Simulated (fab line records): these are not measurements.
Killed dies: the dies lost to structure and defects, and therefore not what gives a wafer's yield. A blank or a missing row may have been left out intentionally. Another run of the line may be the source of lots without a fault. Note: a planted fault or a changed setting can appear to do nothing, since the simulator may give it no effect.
Chamber matching ; flow nandHarc ; rieDiel-01 running NHARC_A_CONTACT_DESCUM_13: 4 sister chambers
The step chemistry O2, time 3 s. 4 wafers are shown with their chamber, then 12 later ones without.

WAFERS WITH THEIR CHAMBER
wafer;chamber;showerheadPlenumPTorr (Torr)
L076.3;1;1.99
L087.4;2;1.85
L085.2;3;1.85
L085.6;0;1.89

WAFERS WITH NO CHAMBER GIVEN
wafer;showerheadPlenumPTorr (Torr)
L086.2;1.99
L086.3;1.85
L086.6;1.84
L093.1;1.84
L093.2;1.85
L093.5;1.84
L096.2;1.99
L096.3;1.84
L096.6;1.88
L097.2;1.84
L097.4;1.99
L097.6;1.99

CHAMBER TAKEN BY EACH
wafer;from the rows above;in truth
L086.2;1;1
L086.3;can't be placed: 2 or 3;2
L086.6;can't be placed: 2 or 3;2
L093.1;can't be placed: 2 or 3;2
L093.2;can't be placed: 2 or 3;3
L093.5;can't be placed: 2 or 3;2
L096.2;1;1
L096.3;can't be placed: 2 or 3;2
L096.6;0;0
L097.2;can't be placed: 2 or 3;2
L097.4;1;1
L097.6;1;1
5 of 12 placed correctly. Unplaceable from these rows: 7, with the true chamber sitting among the candidates in 7. Placed wrongly: 0.
How it was worked out, from the rows above alone: a wafer's distance from a chamber is the root of the sum, over the readings, of the square of ((its reading less the chamber's mean) divided by the reading's scatter). The wafer belongs to the nearest chamber; if the next one is less than 2 further off, it can't be placed. The mean given for a chamber averages the wafers shown for that chamber. The scatter: with one shown wafer a chamber, the root of the mean of the squares of how far each hidden wafer lies from its nearest shown one.
